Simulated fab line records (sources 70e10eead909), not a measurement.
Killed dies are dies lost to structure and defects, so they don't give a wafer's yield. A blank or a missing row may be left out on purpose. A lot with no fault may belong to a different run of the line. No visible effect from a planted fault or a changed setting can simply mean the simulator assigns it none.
Comparing a struck lot with a sound one + flow nand harc + 14 steps out of a route of 1302
Sound: the wafers L700.2, L700.5, L700.6. Struck: wafers L716.2, L716.5 (left out: L716.4, a lot-mate that was not struck); the cause follows at the end.
For every step that has rows: the tool of each side, followed by ch and its chambers, followed by its first start. Under that, the readings that differ: sound wafers + struck wafers + difference of the means + sigmas: that difference in standard deviations of wafers without a fault.
alike: same words and numbers on both sides, and readings whose means sit less than 2 such deviations apart. not compared: any withheld reading, any reading some wafer has no value for, any bound like >300 that may hide the same value, and any number with overlapping values for which the record gives no deviation.
A row with sigmas, a row that says differs or no value, or rows on one side alone: a step with any of these is where the two part. Numbers that don't overlap but have no deviation are shown without sigmas and don't part them. A reading missing from all wafers of one side parts the sides only when that side holds two or more wafers.

NHARC_A_DECK1_JOINT_ETCHBACK_07: etches the open film in HBr, target depth 105 nm, time 26.9 s.
  sound on rie si-01 ch 0,1,2, day 12 01:40; struck on rie si-03 ch 0,3, day 18 01:23
  alike: drypump motor current A, oes product au, run length s, throttle valve pct
  not compared: rf hours counter h
then, 8 steps without rows for these wafers: NHARC_A_DECK1_JOINT_ETCH_25 (etches SiO2 in dHF, target depth 0.5 nm); NHARC_A_DECK1_JOINT_ETCH_19 (etches poly-Si in TMAH, target depth 3 nm); NHARC_A_DECK1_JOINT_ETCH_18 (etches SiO2 in dHF, target depth 3 nm); NHARC_A_DECK1_JOINT_WET_08 (chemistry H3PO4, time 86 s); NHARC_A_DECK1_JOINT_ETCH_09 (etches SiO2 in dHF, target depth 5 nm); NHARC_A_DECK1_JOINT_WET_10 (chemistry H3PO4, time 86 s); NHARC_A_DECK1_JOINT_ETCH_11 (etches SiO2 in dHF, target depth 35 nm); NHARC_A_DECK1_JOINT_CVD_12 (deposits poly-Si, target thk 90 nm, time 1800 s).
NHARC_A_DECK1_JOINT_CMP_13: polishes, target thk 51.023 nm.
  sound on cmp-01 ch 0,2,3, day 12 11:46; struck on cmp-01 ch 0,2, day 18 16:18
| reading                | sound       | struck    | difference | sigmas |
|------------------------|-------------|-----------|------------|--------|
| time to endpoint s (s) | 6.6 7.0 9.0 | 12.6 13.8 | +5.7       | +3     |
  alike: motor current A
NHARC_A_DECK1_JOINT_THK_MEAS_14: measures by ellipsometry.
  sound on film metro-01, day 12 11:57; struck on film metro-02, day 18 16:30
  alike: thk nm
next, for these wafers, 1 step has no rows: NHARC_A_DECK1_JOINT_SRD_04.
NHARC_A_DECK1_JOINT_ETCHBACK_00: etches the open film in HBr, target depth 30 nm, time 17.4 s.
  sound on rie si-03 ch 0,3, day 12 12:06; struck on rie si-03 ch 1,2, day 18 16:40
| reading          | sound          | struck    | difference | sigmas |
|------------------|----------------|-----------|------------|--------|
| run length s (s) | 39.4 39.2 38.4 | 36.9 36.4 | -2.4       | -5     |
  alike: drypump motor current A, oes product au, throttle valve pct
  not compared: rf hours counter h
then, 1 step without rows for these wafers: NHARC_A_DECK1_JOINT_PRECLEAN_30 (cleans in SC1).

== WHERE THEY PART ==
First at NHARC_A_DECK1_JOINT_CMP_13; last, within this record, at NHARC_A_DECK1_JOINT_ETCHBACK_00.

WHY: whatever the simulator had introduced
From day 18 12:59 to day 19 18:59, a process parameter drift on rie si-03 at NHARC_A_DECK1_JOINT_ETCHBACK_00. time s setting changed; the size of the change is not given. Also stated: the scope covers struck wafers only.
